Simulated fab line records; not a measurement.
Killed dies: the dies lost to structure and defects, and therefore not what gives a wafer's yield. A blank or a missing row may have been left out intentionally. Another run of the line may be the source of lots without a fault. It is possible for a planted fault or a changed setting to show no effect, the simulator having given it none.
Chamber matching -- flow nand harc -- rie diel-03 running NHARC_A_STAIRCASE_TRIM_220: 4 sister chambers
The step chemistry O2, time 211.2 s. 4 wafers are shown with their chamber, then 9 later ones without.

WAFERS PAIRED WITH THEIR CHAMBERS
wafer,chamber,showerhead plenum p Torr (Torr)
L089.6,1,3.43
L088.3,3,3.48
L090.1,0,3.59
L090.6,2,3.61

WAFERS MISSING THEIR CHAMBER
wafer,showerhead plenum p Torr (Torr)
L091.2,3.42
L091.3,3.59
L091.4,3.61
L092.4,3.42
L092.5,3.48
L092.6,3.60
L095.2,3.60
L095.4,3.58
L095.6,3.60

WHICH CHAMBER EACH ONE RAN IN
wafer,from the rows above,in truth
L091.2,1,1
L091.3,0,0
L091.4,2,2
L092.4,1,1
L092.5,3,3
L092.6,can't be placed: 2 or 0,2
L095.2,can't be placed: 2 or 0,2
L095.4,0,0
L095.6,can't be placed: 2 or 0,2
6 of 9 placed correctly. Not placeable from these rows: 3 (in 3, the candidates include the true chamber). Number placed wrongly: 0.
How it was worked out, from the rows above alone: a wafer's distance from a chamber is the root of the sum, over the readings, of the square of ((its reading less the chamber's mean) divided by the reading's scatter). If the next closest chamber is less than 2 further off than the closest, the wafer can't be placed; otherwise it belongs to the closest. For every chamber, the mean is computed from those of its wafers that are shown. The scatter: root of mean squared gap, hidden wafer to nearest shown wafer, with one shown wafer a chamber.
